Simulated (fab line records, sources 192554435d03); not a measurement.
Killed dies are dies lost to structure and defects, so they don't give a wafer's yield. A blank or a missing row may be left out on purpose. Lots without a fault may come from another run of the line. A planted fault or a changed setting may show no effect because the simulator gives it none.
Chamber matching | flow n5_finfet | N5_MOL_CONTACT_COAG_ETCH_67 on rie_diel-05: 4 sister chambers
The step etches SOC in N2/H2, target depth 60 nm, overetch 21 nm, time 101.2 s. 4 wafers are shown with their chamber, then 7 later ones without.

WAFERS WITH THEIR CHAMBER
wafer  | chamber | showerhead_plenum_p_Torr (Torr)
L087.4 | 0       | 2.54
L088.3 | 3       | 2.66
L088.5 | 2       | 2.64
L089.5 | 1       | 2.56

WAFERS WITHOUT THEIR CHAMBER
wafer  | showerhead_plenum_p_Torr (Torr)
L089.6 | 2.64
L094.1 | 2.63
L094.2 | 2.56
L094.3 | 2.54
L096.2 | 2.63
L096.4 | 2.66
L096.5 | 2.65

WHICH CHAMBER EACH WENT THROUGH
wafer  | from the rows above     | in truth
L089.6 | 2                       | 2
L094.1 | 2                       | 2
L094.2 | 1                       | 1
L094.3 | 0                       | 0
L096.2 | 2                       | 2
L096.4 | 3                       | 3
L096.5 | can't be placed: 2 or 3 | 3
Placed correctly: 6 of 7. Can't be placed from these rows: 1 (the true chamber is among the candidates in 1). Placed wrongly: 0.
How it was worked out, from the rows above alone: a wafer's distance from a chamber is the root of the sum, over the readings, of the square of ((its reading less the chamber's mean) divided by the reading's scatter). The wafer belongs to the nearest chamber; if the next one is less than 2 further off, it can't be placed. A chamber's mean is the mean of its shown wafers. The scatter: with one shown wafer a chamber, the root of the mean of the squares of how far each hidden wafer lies from its nearest shown one.
